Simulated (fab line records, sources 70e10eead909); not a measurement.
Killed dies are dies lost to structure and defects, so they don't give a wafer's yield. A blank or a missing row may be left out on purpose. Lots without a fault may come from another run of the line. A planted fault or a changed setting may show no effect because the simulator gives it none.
fab line records | flow nand_harc
record lots=6 wafers=18 last_day=25
route steps=1159 shown P_BONDPAD@356 A_ZERO_WELL@390 END@1159
lots that met no fault: from a run of the same line without faults
start_h: hours from the record's first day to the start of the lot's first wafer shown | wait_h: hours since the lot's step before | " the same as in the row above | L1.1+2: a row that stands for several wafers | - no value, or no start given | * or withheld: withheld | < > ~ a bound
route shown NAME@n: a module of which the file shows steps, and the number in the route of the first | usual: mean/standard deviation of fault-free wafers | same: alike in all rows | chamber/n: place in a boat | sites: the reading at each site | _std_site: their standard deviation | _edge_site: outer sites' mean less inner sites' | radius_mm: how far each site lies from the wafer's centre | mask NAME#n: copy n | behind: the tool/chamber that last shaped the wafer | hold: why the lot was held/for how many hours/how that ended | device: the transistor (n, p or np) that didn't switch | end of line: the same wafers' tests at the end of the route | a step without rows: its recipe alone | killed: dies lost to structure and defects at the first sort, not the wafer's yield | map: a wafer's dies, x killed, . not, _ none there
set.NAME: the setting as run; set.NAME@STEP: as run at that earlier step | model.NAME: the simulator's own value behind a step, which no gauge read
lots at some steps of the route; a table a step, a row a wafer
services: from which hour (start_h, from the record's first day; less than 0 if before it) a tool's chamber was out of use, for how many hours, and why
## steps
# step NHARC_P_BONDPAD_HMDS_02
# recipe time_s=30
# step NHARC_P_BONDPAD_COAT_36
# recipe temp_c=200 time_s=65
# step NHARC_P_BONDPAD_COAT_03
# recipe spin_rpm=2000 resist_thk_nm=600
# step NHARC_P_BONDPAD_SOFTBAKE_04
# recipe temp_c=125 time_s=70
# step NHARC_P_BONDPAD_EBR_05
# step NHARC_P_BONDPAD_EXPOSE_06
# recipe na=0.55 dose_mj=37.06 mask_id=P_BPAD
# step NHARC_P_BONDPAD_PEB_07
# recipe peb_temp_c=128 peb_time_s=80
# step NHARC_P_BONDPAD_DEVELOP_08
# recipe time_s=50 dev_temp_c=22
# step NHARC_P_BONDPAD_CD_MEAS_09
# recipe target_cd_nm=500 landing_energy_ev=500
# usual cd_nm=499.8/2.5
# columns lot.wafer tool chamber start_h wait_h cd_nm
L825.2 cd_sem-03 0 154.86 - 497.7
L825.4 " 0 " " 499.0
L825.6 " 0 " " 504.8
L826.2 cd_sem-02 0 167.20 - 498.6
L826.3 " 0 " " 500.5
L826.4 " 0 " " 504.1
L834.1 cd_sem-03 0 209.49 - 498.0
L834.2 " 0 " " 498.8
L834.3 " 0 " " 497.9
L842.2 cd_sem-01 0 254.56 - 499.9
L842.3 " 0 " " 499.4
L842.4 " 0 " " 501.3
L844.2 cd_sem-02 0 267.89 - 497.8
L844.4 " 0 " " 496.6
L844.5 " 0 " " 500.4
L843.3 cd_sem-02 0 268.58 - 506.5
L843.5 " 0 " " 498.0
L843.6 " 0 " " 504.5
# step NHARC_P_BONDPAD_OVL_MEAS_38
# usual overlay_x_nm=-1/5.1 overlay_y_nm=0/6.3
# columns lot.wafer tool chamber start_h wait_h overlay_x_nm overlay_y_nm
L825.2 overlay-02 - 154.95 - 1 -2
L825.4 " - " " 1 -2
L825.6 " - " " 2 -2
L826.2 overlay-02 - 167.29 - -2 -4
L826.3 " - " " -2 -4
L826.4 " - " " -2 -4
L834.1 overlay-01 - 209.58 - -6 6
L834.2 " - " " -7 6
L834.3 " - " " -6 6
L842.2 overlay-01 - 254.64 - -2 -8
L842.3 " - " " -3 -8
L842.4 " - " " -2 -8
L844.2 overlay-01 - 267.97 - 4 0
L844.4 " - " " 4 0
L844.5 " - " " 3 0
L843.3 overlay-02 - 268.66 - -13 4
L843.5 " - " " -13 5
L843.6 " - " " -14 5
# step NHARC_P_BONDPAD_HARDBAKE_10
# recipe temp_c=118 time_s=65
# step NHARC_P_BONDPAD_DESCUM_11
# recipe time_s=3 o2_flow_sccm=200 ar_flow_sccm=0 bias_power_w=0 chemistry=O2
# usual drypump_motor_current_A=5.6/0.44 oes_product_au=0.985/0.013 rf_vpp_V=57.7/0.84 showerhead_plenum_p_Torr=1.89/0.077 throttle_valve_pct=11.312/0.0098
# same bias_power_w=0 time_s=3
# columns lot.wafer tool chamber start_h wait_h drypump_motor_current_A oes_product_au rf_hours_counter_h rf_vpp_V showerhead_plenum_p_Torr throttle_valve_pct
L825.2 rie_diel-12 2 155.08 - 6.2 1.004 41 56.7 1.80 11.313
L825.4 " 0 " " 5.2 1.022 47 58.0 1.77 11.319
L825.6 " 3 " " 6.0 1.009 - 57.7 1.81 11.325
L826.2 rie_diel-04 3 167.41 - 5.6 0.993 5 57.2 1.89 11.305
L826.3 " 0 " " 5.5 0.979 4 57.6 1.99 11.305
L826.4 " 1 " " 6.0 0.972 4 59.8 1.96 11.292
L834.2 rie_diel-04 0 209.71 - 5.4 0.978 8 58.3 1.98 11.312
L834.1 " 1 " " 6.1 0.977 8 58.1 1.96 11.310
L834.3 " 3 " " 5.6 0.996 7 56.7 1.89 11.312
L842.3 rie_diel-04 3 254.77 - 5.6 1.003 10 58.4 1.89 11.326
L842.4 " 0 " " 5.5 0.990 12 57.9 1.98 11.292
L842.2 " 1 " " 6.0 0.974 12 57.1 1.96 11.309
L844.2 rie_diel-04 1 268.10 - 6.0 0.979 14 58.8 1.96 11.319
L844.4 " 3 " " 5.6 1.006 11 56.6 1.89 11.306
L844.5 " 2 " " 4.8 0.982 - 57.2 1.83 11.306
L843.3 rie_diel-01 1 268.81 - 5.9 0.975 45 58.7 1.87 11.312
L843.5 " 2 " " 5.6 0.977 - 58.2 1.76 11.320
L843.6 " 3 " " 6.1 0.989 - 58.7 1.83 11.315
# step NHARC_P_BONDPAD_ETCH_37
# recipe target_depth_a=600 overetch_a=180 time_s=65.91 ion_energy_ev=200 n2_flow_sccm=150 h2_flow_sccm=150 ar_flow_sccm=0 rf_w=400 bias_w=150 chemistry=N2/H2
# usual drypump_motor_current_A=5.6/0.43 oes_product_au=0.985/0.014 rf_vpp_V=429.9/2.5 showerhead_plenum_p_Torr=2.01/0.085 throttle_valve_pct=14.171/0.0084
# same time_s=65.91
# columns lot.wafer tool chamber start_h wait_h drypump_motor_current_A oes_product_au rf_hours_counter_h rf_vpp_V showerhead_plenum_p_Torr throttle_valve_pct
L825.2 rie_diel-12 2 155.18 0.1 6.2 0.990 41 427.8 1.92 14.174
L825.4 " 0 " " 5.2 1.020 47 424.7 1.88 14.163
L825.6 " 2 " " 6.2 0.992 - 427.4 1.92 14.163
L826.3 rie_diel-04 1 167.50 0.1 6.0 0.968 4 430.9 2.09 14.165
L826.2 " 2 " " 4.8 0.988 5 427.6 1.95 14.187
L826.4 " 3 " " 5.6 0.984 5 429.5 2.01 14.171
L834.1 rie_diel-04 0 209.79 0.1 5.5 0.994 8 432.3 2.12 14.173
L834.3 " 2 " " 4.8 0.991 9 428.9 1.95 14.175
L834.2 " 3 " " 5.6 1.007 7 429.3 2.01 14.175
L842.2 rie_diel-04 2 254.85 0.1 4.8 0.984 14 429.0 1.95 14.174
L842.4 " 0 " " 5.4 0.989 12 433.6 2.12 14.168
L842.3 " 1 " " 6.1 0.972 12 431.7 2.09 14.173
L844.2 rie_diel-04 0 268.19 0.1 5.5 0.983 13 431.9 2.12 14.158
L844.4 " 2 " " 4.8 0.982 15 428.0 1.95 14.172
L844.5 " 0 " " 5.5 0.981 - 433.4 2.12 14.167
L843.3 rie_diel-01 0 268.89 0.1 5.4 1.001 38 426.3 1.88 14.174
L843.5 " 1 " " 5.9 0.967 - 429.5 1.99 14.188
L843.6 " 2 " " 5.7 0.996 - 426.2 1.87 14.163
# step NHARC_P_BONDPAD_ETCH_12
# recipe target_depth_a=2000 time_s=100 chf3_flow_sccm=50 o2_flow_sccm=10 ar_flow_sccm=200 rf_w=500 bias_w=200 chemistry=CHF3/O2
# step NHARC_P_BONDPAD_CD_MEAS_13
# usual cd_nm=499.5/2.7
# columns lot.wafer tool chamber start_h wait_h cd_nm
L825.2 cd_sem-03 - 155.40 - 498.9
L825.4 " - " " 499.0
L825.6 " - " " 505.2
L826.2 cd_sem-03 - 167.73 - 500.0
L826.3 " - " " 498.7
L826.4 " - " " 502.0
L834.1 cd_sem-02 - 210.02 - 498.4
L834.2 " - " " 498.2
L834.3 " - " " 498.9
L842.2 cd_sem-03 - 255.08 - 498.4
L842.3 " - " " 498.6
L842.4 " - " " 500.5
L844.2 cd_sem-03 - 268.43 - 498.0
L844.4 " - " " 497.3
L844.5 " - " " 500.9
L843.3 cd_sem-03 - 269.59 - 505.6
L843.5 " - " " 497.1
L843.6 " - " " 504.3
# step NHARC_P_BONDPAD_STRIP_15
# recipe o2_flow_sccm=500 ar_flow_sccm=0 bias_w=0 chemistry=O2
# usual drypump_motor_current_A=5.6/0.44 oes_product_au=0.988/0.016 rf_vpp_V=57.6/0.9 showerhead_plenum_p_Torr=3.47/0.14 throttle_valve_pct=17.038/0.0097
# columns lot.wafer tool chamber start_h wait_h drypump_motor_current_A oes_product_au rf_hours_counter_h rf_vpp_V showerhead_plenum_p_Torr throttle_valve_pct
L825.4 rie_diel-12 0 155.50 0.1 5.1 1.021 47 56.5 3.27 17.045
L825.2 " 1 " " 6.0 1.002 44 57.1 3.44 17.032
L825.6 " 0 " " 5.1 1.010 - 56.7 3.27 17.040
L826.2 rie_diel-04 1 167.80 0.1 6.0 0.966 4 58.8 3.61 17.056
L826.4 " 2 " " 4.8 0.981 5 58.3 3.39 17.019
L826.3 " 0 " " 5.5 0.972 4 57.2 3.65 17.047
L834.1 rie_diel-04 2 210.11 0.1 4.9 0.984 9 57.2 3.39 17.046
L834.2 " 3 " " 5.6 0.996 7 57.2 3.48 17.022
L834.3 " 0 " " 5.4 0.987 8 57.2 3.65 17.040
L842.2 rie_diel-12 2 255.17 0.1 6.2 1.018 16 57.0 3.32 17.031
L842.3 " 3 " " 6.0 1.019 17 56.8 3.32 17.050
L842.4 " 0 " " 5.1 0.990 18 60.1 3.80 17.057
L844.4 rie_diel-04 2 268.54 0.1 4.8 0.960 15 57.1 3.39 17.030
L844.2 " 3 " " 5.6 0.996 11 56.1 3.48 17.031
L844.5 " 0 " " 5.5 0.973 - 57.6 3.65 17.025
L843.3 rie_diel-04 0 269.71 0.1 5.5 0.977 13 57.1 3.65 17.036
L843.5 " 1 " " 6.0 0.971 - 56.4 3.61 17.053
L843.6 " 2 " " 4.9 0.980 - 56.3 3.39 17.048
# step NHARC_P_BONDPAD_ETCH_24
# recipe target_depth_a=300 over_etch_frac=0.3 time_s=72.99 ion_energy_ev=150 cf4_flow_sccm=50 n2_flow_sccm=100 ar_flow_sccm=150 rf_w=300 bias_w=100 chemistry=CF4/N2
# usual drypump_motor_current_A=5.6/0.42 oes_product_au=0.987/0.015 rf_vpp_V=313.6/1.9 showerhead_plenum_p_Torr=2.59/0.11 throttle_valve_pct=19.795/0.0083
# same time_s=72.99
# columns lot.wafer tool chamber start_h wait_h drypump_motor_current_A oes_product_au rf_hours_counter_h rf_vpp_V showerhead_plenum_p_Torr throttle_valve_pct
L825.4 rie_diel-12 2 - - 6.2 0.989 41 311.9 2.48 19.770
L825.2 " 1 " " 6.0 0.998 44 313.2 2.56 19.788
L825.6 " 2 " " 6.2 0.985 - 311.5 2.49 19.788
L826.2 rie_diel-04 3 - - 5.6 0.998 5 313.2 2.59 19.796
L826.3 " 1 " " 6.0 0.969 4 315.2 2.69 19.793
L826.4 " 2 " " 4.8 0.981 5 313.6 2.52 19.792
L834.3 rie_diel-04 3 - - 5.6 0.997 7 312.2 2.59 19.798
L834.1 " 0 " " 5.4 0.979 8 315.9 2.72 19.801
L834.2 " 2 " " 4.8 0.988 9 314.3 2.52 19.799
L842.2 rie_diel-12 3 - - 6.0 1.006 17 311.8 2.47 19.800
L842.4 " 0 " " 5.1 0.998 18 317.6 2.83 19.808
L842.3 " 1 " " 6.0 1.009 13 312.5 2.55 19.794
L844.4 rie_diel-04 3 - - 5.6 0.993 11 312.9 2.59 19.814
L844.2 " 0 " " 5.4 0.966 13 316.7 2.72 19.814
L844.5 " 3 " " 5.6 0.994 - 313.7 2.59 19.790
L843.3 rie_diel-04 3 - - 5.6 0.997 11 312.3 2.59 19.791
L843.6 " 1 " " 6.0 0.985 - 313.5 2.69 19.804
L843.5 " 2 " " 4.8 0.973 - 313.6 2.52 19.788
# step NHARC_P_BONDPAD_STRIP_16
# recipe time_s=600 temp_c=30 chemistry=post_etch_residue_remover
# step NHARC_P_BONDPAD_DEGAS_25
# recipe temp_c=300 time_s=60
# usual heater_power_w=478/47
# same time_s=60
# columns lot.wafer tool chamber start_h wait_h heater_power_w
L825.4 pvd_sputter-01 - 156.05 - 463
L825.2 " - " " 501
L825.6 " - " " 485
L826.2 pvd_sputter-01 - 168.35 - 485
L826.4 " - " " 462
L826.3 " - " " 454
L834.2 pvd_sputter-01 - 210.64 - 476
L834.3 " - " " 473
L834.1 " - " " 464
L842.4 pvd_sputter-01 - 255.71 - 457
L842.2 " - " " 491
L842.3 " - " " 458
L844.4 pvd_sputter-02 - 269.08 - 612
L844.2 " - " " 548
L844.5 " - " " 428
L843.3 pvd_sputter-01 - 270.23 - 499
L843.6 " - " " 500
L843.5 " - " " 455
# step NHARC_P_BONDPAD_PRE_CLEAN_26
# recipe time_s=30 temp_c=280 gas=H2/He
# usual heater_power_w=422/45
# same time_s=30
# columns lot.wafer tool chamber start_h wait_h heater_power_w
L825.4 pvd_sputter-01 - - - 445
L825.2 " - " " 394
L825.6 " - " " 408
L826.4 pvd_sputter-01 - - - 404
L826.3 " - " " 416
L826.2 " - " " 437
L834.2 pvd_sputter-01 - - - 427
L834.1 " - " " 403
L834.3 " - " " 421
L842.2 pvd_sputter-01 - - - 413
L842.4 " - " " 401
L842.3 " - " " 422
L844.2 pvd_sputter-02 - - - 492
L844.4 " - " " 424
L844.5 " - " " 535
L843.3 pvd_sputter-01 - - - 412
L843.5 " - " " 423
L843.6 " - " " 420
# step NHARC_P_BONDPAD_PVD_17
# recipe target_thk_a=50 bias_v=168.6 power_w=15000 chamber_pressure_pa=0.12 time_s=8.06 substrate_temp_c=50 material=TaN
# step NHARC_P_BONDPAD_PVD_27
# recipe target_thk_a=300 chamber_pressure_pa=5 power_w=5000 substrate_temp_c=30 time_s=20.49 material=Cu
# step NHARC_P_BONDPAD_ECD_18
# recipe target_thk_a=4000 bath_temp_c=25 material=Cu
# step NHARC_P_BONDPAD_ANNEAL_28
# recipe temp_c=225 time_s=90
# step NHARC_P_BONDPAD_CMP_19
# recipe t_overpolish_s=30 cu_recess_touch_s=16 target_thk_nm=160.81
# step NHARC_P_BONDPAD_THK_MEAS_20
# recipe thk_meas_gauge=xrf
# usual thk_nm=160.6/1.4
# columns lot.wafer tool chamber start_h wait_h thk_nm
L825.2 film_metro-02 - 157.44 - 159.8
L825.4 " - " " 159.9
L825.6 " - " " 160.7
L826.2 film_metro-01 - 169.76 - 162.2
L826.3 " - " " 160.2
L826.4 " - " " 162.4
L834.1 film_metro-02 - 212.14 - 161.2
L834.2 " - " " 159.7
L834.3 " - " " 161.6
L842.2 film_metro-02 - 257.12 - 162.8
L842.3 " - " " 162.1
L842.4 " - " " 161.0
L844.2 film_metro-01 - 270.47 - 164.2
L844.4 " - " " 162.0
L844.5 " - " " 161.4
L843.3 film_metro-02 - 271.63 - 160.4
L843.5 " - " " 160.2
L843.6 " - " " 160.1
# step NHARC_P_BONDPAD_SRD_21
# recipe time_s=30 temp_c=23 dry_time_s=20 spin_rpm=1500
# step NHARC_P_BONDPAD_ACTIVATE_29
# recipe time_s=60 n2_flow_sccm=200 ar_flow_sccm=0 bias_power_w=0 chemistry=N2
# step NHARC_P_BONDPAD_PRECLEAN_30
# recipe time_s=300 temp_c=23 chemistry=DIW
# step NHARC_P_BONDPAD_SRD_31
# recipe time_s=30 temp_c=23 dry_time_s=20 spin_rpm=1500
# step NHARC_A_ZERO_WELL_PRECLEAN_00
# recipe time_s=600 temp_c=120 chemistry=SPM
# step NHARC_A_ZERO_WELL_SRD_01
# step NHARC_A_ZERO_WELL_DEHYDRATE_02
# recipe temp_c=150 time_s=120
# step NHARC_A_ZERO_WELL_HMDS_03
# recipe time_s=30
# step NHARC_A_ZERO_WELL_COAT_18
# recipe temp_c=200 time_s=65
# step NHARC_A_ZERO_WELL_COAT_04
# recipe spin_rpm=2000 resist_thk_nm=600
# step NHARC_A_ZERO_WELL_SOFTBAKE_05
# recipe temp_c=125 time_s=70
# step NHARC_A_ZERO_WELL_EBR_06
# step NHARC_END_SORT_01
# recipe temp_c=25
# usual defect_limited_yield=95.5/1.4 killed_at_array=26/9.7 killed_at_other=1.0/1.2 killed_at_periphery=3.9/2.6 killed_dies=31/9.7 killed_open=3.2/1.8 killed_short=2.0/1.3 sort_bin_2_pct=1.4/0.6 sort_bin_3_pct=0.23/0.2 sort_bin_4_pct=2.9/0.97 sort_n_pass=646/9.7 sort_rim_yield_pct=95.7/2.6 sort_yield_pct=95.5/1.4
# same gross_dies=677 sort_bin_5_pct[%]=0 sort_bin_6_pct[%]=0 sort_bin_7_pct[%]=0 sort_bin_8_pct[%]=0 sort_rim_n_gross=106.00
# columns lot.wafer tool chamber start_h wait_h defect_limited_yield[%] killed_at_array killed_at_other killed_at_periphery killed_dies killed_open killed_short sort_bin_2_pct[%] sort_bin_3_pct[%] sort_bin_4_pct[%] sort_n_pass sort_rim_yield_pct[%] sort_yield_pct[%]
L825.2 prober-02 0 461.43 2.8 93.9 37 0 4 41 1 2 1.2 0.15 4.7 636 99.1 93.9
L825.4 prober-02 0 463.04 3.4 95.0 31 0 3 34 4 2 1.8 0.15 3.1 643 97.2 95.0
L825.6 prober-02 0 464.66 4.0 95.6 22 2 6 30 5 2 0.9 0.15 3.4 647 96.2 95.6
L834.1 prober-01 0 511.91 2.5 94.1 31 0 9 40 4 1 1.9 0.15 3.8 637 94.3 94.1
L834.2 prober-01 0 512.72 2.8 93.1 41 0 6 47 1 0 2.1 0.30 4.6 630 96.2 93.1
L834.3 prober-01 0 513.53 3.1 93.8 30 1 11 42 6 2 1.6 0.30 4.3 635 95.3 93.8
L844.2 prober-02 0 580.34 2.8 84.0 36 0 72 108 2 5 8.6 2.36 5.0 569 91.5 84.0
L844.4 prober-02 0 581.91 3.4 84.9 22 1 79 102 3 3 8.1 1.48 5.5 575 95.3 84.9
L844.5 prober-02 0 582.70 3.6 83.8 25 0 85 110 2 3 8.1 2.51 5.6 567 88.7 83.8
L842.2 prober-01 0 580.35 2.8 84.2 15 1 91 107 1 1 6.6 2.22 6.9 570 92.5 84.2
L842.3 prober-01 0 581.15 3.1 84.5 15 1 89 105 4 0 6.9 2.66 5.9 572 94.3 84.5
L842.4 prober-01 0 581.95 3.4 83.6 25 1 85 111 5 2 7.5 3.25 5.6 566 90.6 83.6
# killed by level:class
L825.2 A_CHANNEL_HOLE_D1:chamber_film_flake=16 A_SLIT:chamber_film_flake=12 A_M1:chamber_film_flake=5 P_M0:chamber_film_flake=2 A_CONTACT:chamber_film_flake=2 P_M0:geometric_particle:open=1 P_M1:geometric_particle:short=1 A_CHANNEL_FILL_D1:geometric_particle:short=1
L825.4 A_CHANNEL_HOLE_D1:chamber_film_flake=13 A_SLIT:chamber_film_flake=5 A_M1:chamber_film_flake=5 P_M0:chamber_film_flake=2 P_M0:geometric_particle:open=1 A_SOURCE_PLATE:geometric_particle:open=1 A_CHANNEL_HOLE_D1:geometric_particle:short=1 A_CHANNEL_FILL_D1:geometric_particle:open=1
L825.6 A_SLIT:chamber_film_flake=8 A_CHANNEL_HOLE_D1:chamber_film_flake=7 P_M0:geometric_particle:short=2 A_CHANNEL_FILL_D1:chamber_film_flake=2 A_CONTACT:chamber_film_flake=2 P_M2:geometric_particle:open=1 A_ONON_D1:geometric_particle:open=1 A_CONTACT:geometric_particle:open=1
L834.1 A_CHANNEL_HOLE_D1:chamber_film_flake=17 A_STAIRCASE:chamber_film_flake=8 P_CONTACT:chamber_film_flake=3 A_M0:geometric_particle:open=2 P_ZERO_WELL:chamber_film_flake=2 P_STI:chamber_film_flake=2 A_CONTACT:chamber_film_flake=2 P_GATE:geometric_particle:open=1
L834.2 A_CHANNEL_HOLE_D1:chamber_film_flake=27 A_STAIRCASE:chamber_film_flake=9 P_CONTACT:chamber_film_flake=3 P_ZERO_WELL:chamber_film_flake=2 A_ZERO_WELL:chamber_film_flake=2 A_CONTACT:chamber_film_flake=2 A_ONON_D1:geometric_particle:open=1 P_GATE:chamber_film_flake=1
L834.3 A_CHANNEL_HOLE_D1:chamber_film_flake=15 A_CONTACT:chamber_film_flake=6 A_STAIRCASE:chamber_film_flake=5 P_CONTACT:chamber_film_flake=4 P_ZERO_WELL:chamber_film_flake=3 P_CONTACT:geometric_particle:open=2 P_M0:geometric_particle:open=1 P_M1:geometric_particle:short=1
L844.2 P_BONDPAD:unspecified=71 A_SLIT:chamber_film_flake=18 A_CHANNEL_HOLE_D1:chamber_film_flake=7 A_WL_FILL:geometric_particle:short=3 A_STAIRCASE:chamber_film_flake=2 A_CONTACT:geometric_particle:open=1 A_BLC:geometric_particle:short=1 A_BLC:geometric_particle:open=1
L842.2 P_BONDPAD:unspecified=88 A_CHANNEL_HOLE_D1:chamber_film_flake=6 A_CONTACT:chamber_film_flake=6 A_STAIRCASE:chamber_film_flake=2 P_M0:geometric_particle:short=1 P_ZERO_WELL:chamber_film_flake=1 P_STI:chamber_film_flake=1 STARTING-WAFER:geometric_particle:open=1
L842.3 P_BONDPAD:unspecified=83 P_STI:chamber_film_flake=4 A_STAIRCASE:chamber_film_flake=4 A_CONTACT:chamber_film_flake=3 A_WL_FILL:chamber_film_flake=3 A_CHANNEL_HOLE_D1:chamber_film_flake=2 P_STI:geometric_particle:open=1 P_GATE:geometric_particle:open=1
L844.4 P_BONDPAD:unspecified=75 A_SLIT:chamber_film_flake=8 A_CHANNEL_HOLE_D1:chamber_film_flake=6 A_WL_FILL:chamber_film_flake=4 P_CONTACT:geometric_particle:open=2 A_WL_FILL:geometric_particle:short=2 A_M0:geometric_particle:open=1 STARTING-WAFER:geometric_particle:short=1
L842.4 P_BONDPAD:unspecified=77 A_CHANNEL_HOLE_D1:chamber_film_flake=8 A_STAIRCASE:chamber_film_flake=6 A_ZERO_WELL:chamber_film_flake=3 A_CONTACT:chamber_film_flake=3 A_CONTACT:geometric_particle:open=2 P_STI:chamber_film_flake=2 A_WL_FILL:chamber_film_flake=2
L844.5 P_BONDPAD:unspecified=79 A_SLIT:chamber_film_flake=11 A_CHANNEL_HOLE_D1:chamber_film_flake=5 P_M0:chamber_film_flake=3 A_CONTACT:chamber_film_flake=3 A_STAIRCASE:chamber_film_flake=2 P_CONTACT:geometric_particle:short=1 P_M2:geometric_particle:short=1
# map L842.4 (x killed, . not)
____________.____________
_________x.xxxxx_________
_______......xxx.x_______
______.....xxxxxx..______
_____...x.xxxxxxx..._____
____....x.xxxxxxxxx..____
____....xxxxxxxxxx...____
___........xxxxxxx....___
___......x.xxxxxxx.x..___
__.........xxxxxxxx...x__
__..x......xxxxxx.x.x..__
_...........xx.x.x..x..._
_...........x...x......._
_...........x.........x._
_....x............x.x..._
_............x....xx.x.._
...................x.x...
....xx..............xx...
.....x..........x.......x
.........................
.................x.......
_........x.............._
_......................._
_............x.........._
_......................._
_......................._
__..x............x.....__
__.....................__
___...................___
___.............x.....___
____.................____
____...........x.....____
_____..............._____
______....x........______
_______..........._______
_________......._________
____________.____________
# map L844.5 (x killed, . not)
____________.____________
_________..x.xx._________
_______...x.xxxxx._______
______....x.xxxxxx.______
_____.......xxxxx.x._____
____......xxxxxxxx...____
____.......xxxxxxx...____
___..x....xxxxxxxxx...___
___......xxxxxxxx.x...___
__.........xxxxxx......__
__........x.xxxxx......__
_...........xxxxxx......_
_..........x..xx........_
_............xx.x......._
_...x.......x..........._
_............x.......x.._
..................x......
..................xx..x..
.........................
.............x.....x.....
......................x..
_......................._
_......................._
_.........x............._
_......................._
_.........x............._
__........x............__
__.............x.......__
___...................___
___.x.................___
____.............x...____
____.................____
_____......xxx......_____
______...x.xx......______
_______x...x.x...._______
_________.xx.x.._________
____________x____________
## services
# columns tool chamber start_h hours kind
rie_diel-01 - 137.89 9.0 pm
rie_diel-04 0 145.47 - clean
rie_diel-04 1 145.47 - clean
rie_diel-04 2 145.47 - clean
rie_diel-04 3 145.47 - clean
rie_diel-04 - 156.25 0.4 repair
pvd_sputter-01 - 158.03 10.0 pm
rie_diel-04 0 169.97 - clean
rie_diel-04 1 169.97 - clean
rie_diel-04 2 169.97 - clean
rie_diel-04 3 169.97 - clean
rie_diel-01 2 182.89 4.9 repair
rie_diel-04 3 188.68 17.5 repair
rie_diel-04 0 194.47 - clean
rie_diel-04 1 194.47 - clean
rie_diel-04 2 194.47 - clean
rie_diel-12 - 202.46 9.0 pm
pvd_sputter-02 - 214.04 10.0 pm
rie_diel-12 1 217.61 2.5 repair
rie_diel-04 0 218.97 - clean
rie_diel-04 1 218.97 - clean
rie_diel-01 - 225.76 1.2 repair
rie_diel-04 3 229.36 14.6 repair
rie_diel-01 0 236.41 21.0 repair
## key
first_sign step=NHARC_END_SORT_01 reading=killed_at_periphery direction=up sigmas=31 usual=3.9 struck=83.5
effect step=NHARC_END_SORT_01 reading=killed_dies direction=up sigmas=7.9 usual=31 struck=107
more_kills_born_at NHARC_P_BONDPAD_ETCH_37@rie_diel-04=473
met_at NHARC_P_BONDPAD_ETCH_37
struck_wafers L842.2,L842.3,L842.4,L844.2,L844.4,L844.5
onset_between 209.79 254.85
also_fits NHARC_P_BONDPAD_DESCUM_11:rie_diel-04
fault kind=chamber_particle_source tool=rie_diel-04 chamber=- onset_h=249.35 steps=NHARC_P_BONDPAD_ETCH_37 rate_per_visit_cm2=0.64004 end_h=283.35
